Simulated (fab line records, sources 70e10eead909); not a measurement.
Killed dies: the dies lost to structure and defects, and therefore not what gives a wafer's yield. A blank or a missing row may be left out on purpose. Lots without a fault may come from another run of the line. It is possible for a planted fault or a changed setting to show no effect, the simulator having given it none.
Matching of chambers | flow nand-harc | NHARC_P_GATE_STRIP_108 on rie-diel-11: 4 sister chambers
The step strips in O2. 4 wafers are shown with their chamber, then 11 later ones without.

## WAFERS, EACH WITH ITS CHAMBER
wafer  | chamber | drypump-motor-current-A (A)
L078.6 | 3       | 5.9
L083.1 | 0       | 5.9
L083.6 | 2       | 5.7
L086.3 | 1       | 6.2

## WAFERS MISSING THEIR CHAMBER
wafer  | drypump-motor-current-A (A)
L086.4 | 5.8
L086.6 | 5.8
L089.2 | 6.0
L089.3 | 6.2
L089.5 | 5.8
L092.4 | 5.9
L092.5 | 6.0
L092.6 | 5.9
L095.1 | 6.2
L095.2 | 6.0
L095.6 | 6.0

## CHAMBER TAKEN BY EACH
wafer  | from the rows above          | in truth
L086.4 | can't be placed: 2 or 0 or 3 | 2
L086.6 | can't be placed: 2 or 0 or 3 | 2
L089.2 | can't be placed: 0 or 3 or 1 | 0
L089.3 | 1                            | 1
L089.5 | can't be placed: 2 or 0 or 3 | 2
L092.4 | can't be placed: 0 or 3      | 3
L092.5 | can't be placed: 0 or 3 or 1 | 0
L092.6 | can't be placed: 0 or 3      | 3
L095.1 | 1                            | 1
L095.2 | can't be placed: 0 or 3 or 1 | 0
L095.6 | can't be placed: 0 or 3 or 1 | 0
Correct placement for 2 of the 11. Unplaceable from these rows: 9, with the true chamber sitting among the candidates in 9. 0 placed wrongly.
How it was worked out, from the rows above alone: a wafer's distance from a chamber is the root of the sum, over the readings, of the square of ((its reading less the chamber's mean) divided by the reading's scatter). The wafer belongs to the nearest chamber; if the next one is less than 2 further off, it can't be placed. A chamber's mean is the mean of its shown wafers. The scatter: root of mean squared gap, hidden wafer to nearest shown wafer, with one shown wafer a chamber.
